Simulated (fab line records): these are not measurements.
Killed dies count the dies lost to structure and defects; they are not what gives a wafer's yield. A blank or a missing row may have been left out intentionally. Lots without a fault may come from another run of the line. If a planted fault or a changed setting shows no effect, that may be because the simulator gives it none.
Matching of chambers    flow n5 finfet    uv cure-01 running N5_BEOL_M10_CURE_71: 3 sister chambers
The step cures SiCOH lowk, time 240 s. 20 wafers are shown with their chamber, then 10 later ones without.

## WAFERS, EACH WITH ITS CHAMBER
wafer   chamber  wafer_temp_C_max  lamp power pct (%)
L074.3  2        386.9             52.27
L074.5  2        387.1             52.23
L074.6  2        386.6             52.25
L076.4  1        386.6             52.37
L076.5  1        386.3             52.21
L076.6  1        386.0             52.33
L079.2  0        387.1             52.27
L079.3  0        387.2             52.36
L079.4  0        387.6             52.29
L080.2  1        386.9             52.25
L080.5  1        387.2             52.21
L080.6  1        386.4             52.33
L085.2  0        386.6             52.38
L085.3  0        386.7             52.36
L085.4  0        386.3             52.31
L086.1  2        387.5             52.29
L086.5  2        387.0             52.49
L086.6  2        386.3             52.28
L087.1  2        387.7             52.19
L087.3  2        386.6             52.27

SIGNATURES (averages over the wafers above)
reading           chamber 0  chamber 1  chamber 2  scatter within a chamber
wafer_temp_C_max  386.917    386.567    386.962    0.46
lamp power pct    52.3283    52.2833    52.2837    0.0725
Rule: for a wafer and a chamber, the distance is found by dividing, reading by reading, the gap between the wafer's reading and the chamber's mean by the reading's scatter, squaring, summing and taking the root. If the next closest chamber is less than 2 further off than the closest, the wafer can't be placed; otherwise it belongs to the closest. The scatter: the root of (the sum of the squares of (reading less its chamber's mean) over the shown wafers, divided by (wafers less chambers)).

## WAFERS MISSING THEIR CHAMBER
wafer   wafer_temp_C_max  lamp power pct (%)
L087.6  387.2             52.24
L089.2  386.9             52.29
L089.5  386.7             52.24
L089.6  387.1             52.29
L090.1  387.0             52.26
L090.3  386.9             52.40
L090.4  387.7             52.24
L093.1  387.0             52.41
L093.2  386.8             52.30
L093.4  386.9             52.32

## EACH ONE'S CHAMBER
wafer   from the rows above           in truth
L087.6  can't be placed: 2 or 0 or 1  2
L089.2  can't be placed: 2 or 0 or 1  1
L089.5  can't be placed: 1 or 2 or 0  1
L089.6  can't be placed: 2 or 0 or 1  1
L090.1  can't be placed: 2 or 0 or 1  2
L090.3  can't be placed: 0 or 2 or 1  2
L090.4  can't be placed: 2 or 0 or 1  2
L093.1  can't be placed: 0 or 2 or 1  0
L093.2  can't be placed: 2 or 0 or 1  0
L093.4  can't be placed: 0 or 2 or 1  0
Correctly placed: 0 of 10. These rows do not allow placing 10 (true chamber among the candidates in 10). 0 placed wrongly.
